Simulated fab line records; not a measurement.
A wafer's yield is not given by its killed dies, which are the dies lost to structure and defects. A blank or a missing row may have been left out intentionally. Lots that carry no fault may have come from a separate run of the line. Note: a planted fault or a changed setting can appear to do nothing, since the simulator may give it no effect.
Matching of chambers + flow n5Finfet + cmp-03 running N5_BEOL_M15_CMP_49: 4 sister chambers
The step polishes, stops on SiO2, t overpolish 4.9 s, target thk 850 nm. 8 wafers are shown with their chamber, then 7 later ones without.

## WAFERS, EACH WITH ITS CHAMBER
| wafer  | chamber | motorCurrentA (A) | barrierFieldEndpointS (s) |
|--------|---------|-------------------|---------------------------|
| L075.1 | 0       | 7.5               | 12.0                      |
| L075.4 | 3       | 7.8               | 11.3                      |
| L077.6 | 3       | 7.6               | 11.5                      |
| L080.1 | 0       | 7.7               | 12.3                      |
| L080.3 | 2       | 9.8               | 11.4                      |
| L080.4 | 1       | 7.6               | 12.3                      |
| L081.2 | 1       | 7.4               | 12.0                      |
| L081.3 | 2       | 9.6               | 11.5                      |

## WAFERS WITHOUT THEIR CHAMBER
| wafer  | motorCurrentA (A) | barrierFieldEndpointS (s) |
|--------|-------------------|---------------------------|
| L081.5 | 7.8               | 12.0                      |
| L083.4 | 7.6               | 11.6                      |
| L083.5 | 7.5               | 12.2                      |
| L083.6 | 9.8               | 11.2                      |
| L097.2 | 7.4               | 11.7                      |
| L097.4 | 7.7               | 11.1                      |
| L097.5 | 7.3               | 12.0                      |

## CHAMBER TAKEN BY EACH
| wafer  | from the rows above          | in truth |
|--------|------------------------------|----------|
| L081.5 | can't be placed: 0 or 1 or 3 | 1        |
| L083.4 | can't be placed: 3 or 0 or 1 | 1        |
| L083.5 | can't be placed: 1 or 0      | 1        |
| L083.6 | 2                            | 2        |
| L097.2 | can't be placed: 1 or 3 or 0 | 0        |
| L097.4 | 3                            | 3        |
| L097.5 | can't be placed: 1 or 0      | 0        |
Correctly placed: 2 of 7. Not placeable from these rows: 5 (in 5, the candidates include the true chamber). 0 placed wrongly.
How it was worked out, from the rows above alone: a wafer's distance from a chamber is the root of the sum, over the readings, of the square of ((its reading less the chamber's mean) divided by the reading's scatter). If the next closest chamber is less than 2 further off than the closest, the wafer can't be placed; otherwise it belongs to the closest. The mean given for a chamber averages the wafers shown for that chamber. The scatter: the root of (the sum of the squares of (reading less its chamber's mean) over the shown wafers, divided by (wafers less chambers)).
